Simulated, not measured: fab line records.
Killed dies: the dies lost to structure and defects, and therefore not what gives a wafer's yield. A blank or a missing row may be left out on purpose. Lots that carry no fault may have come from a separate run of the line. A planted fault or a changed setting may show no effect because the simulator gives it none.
Lot-split experiment	flow n5-finfet	21 wafers read across 7 lots, on a route 1938 steps long

THE SPLIT ITSELF
At N5_HKMG_FIN_EXPOSE_09 (exposes mask NWFM), the setting dose-mj was moved away from the recipe's 39.25 on 4 of the 21 wafers read, by -3.2% to +7.2%. For the rest of the wafers, this setting stayed at what the recipe calls for.

FROM THE SPLIT TO THE READING: what the file shows between them, 2 steps
- N5_HKMG_FIN_PEB_10: peb time 60 s
- N5_HKMG_FIN_DEVELOP_11: develop time 30 s

THE READING
Shown in nm: cd-nm at N5_HKMG_FIN_CD_MEAS_12, with target cd 92.8 nm. Typical for fault-free wafers on this fab line: 93.1 nm, with standard deviation 0.62 nm.

wafer	tool, chamber at the split	dose-mj as run	against the recipe	cd-nm, nm	against lot-mates on the recipe
L074.3	arfi-scanner-02, 0	39.25	recipe	93.3	-
L074.5	arfi-scanner-02, 0	39.25	recipe	92.9	-
L074.6	arfi-scanner-02, 0	39.25	recipe	92.2	-
L076.1	arfi-scanner-01, 0	39.25	recipe	93.9	-
L076.2	arfi-scanner-01, 0	39.25	recipe	93.8	-
L076.5	arfi-scanner-01, 0	39.25	recipe	93.6	-
L081.1	arfi-scanner-03, 0	39.25	recipe	93.9	-
L081.2	arfi-scanner-03, 0	37.99	-3.2%	91.4	-2.2
L081.6	arfi-scanner-03, 0	39.25	recipe	93.4	-
L083.1	arfi-scanner-01, 0	39.25	recipe	93.8	-
L083.3	arfi-scanner-01, 0	39.25	recipe	93.1	-
L083.4	arfi-scanner-01, 0	39.25	recipe	92.9	-
L086.2	arfi-scanner-02, 0	39.25	recipe	92.7	-
L086.5	arfi-scanner-02, 0	42.07	+7.2%	97.3	+4.6
L086.6	arfi-scanner-02, 0	42.07	+7.2%	97.0	+4.3
L087.3	arfi-scanner-02, 0	39.25	recipe	92.5	-
L087.4	arfi-scanner-02, 0	39.25	recipe	93.7	-
L087.5	arfi-scanner-02, 0	38	-3.2%	90.8	-2.3
L092.1	arfi-scanner-01, 0	39.25	recipe	93.8	-
L092.5	arfi-scanner-01, 0	39.25	recipe	92.0	-
L092.6	arfi-scanner-01, 0	39.25	recipe	92.5	-

FIT RESULTS
A straight line over all 21 wafers: cd-nm changes by +0.571 nm for each +1% of dose-mj; r = +0.92; the points scatter about the line by 0.6 nm.
The same after taking each lot's own level away (the mean of its wafers on the recipe; 21 wafers): +0.637 nm for each +1%; r = +0.96; scatter 0.45 nm.
According to that fit, moving dose-mj by its largest amount changes the reading by 4.6 nm.
From 92.70 to 93.77 nm: that is the span of the lots' own levels, equal to 1.7 times the standard deviation above.
In other words, the slope is changed by the lot-to-lot level; the two fits disagree.
Check: with one of the wafers moved furthest among these (+7.2%) left out of the fit, the line predicts +4.5 nm for it against its lot-mates. Against them it came out at +4.6 nm.

OTHER SPLITS ON THESE WAFERS
These wafers also went through other splits before the reading. Each is held against what the fit with the lots' levels taken away leaves over:
other split on the same wafers	wafers away from the commonest value	r with cd-nm (lot level and that fit taken away)
N5_SDB_ETCH_18 time-s	7	+0.11

THE FILE'S OWN FIT
cd-nm changes by +0.646 nm for each +1% of dose-mj, r = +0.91.
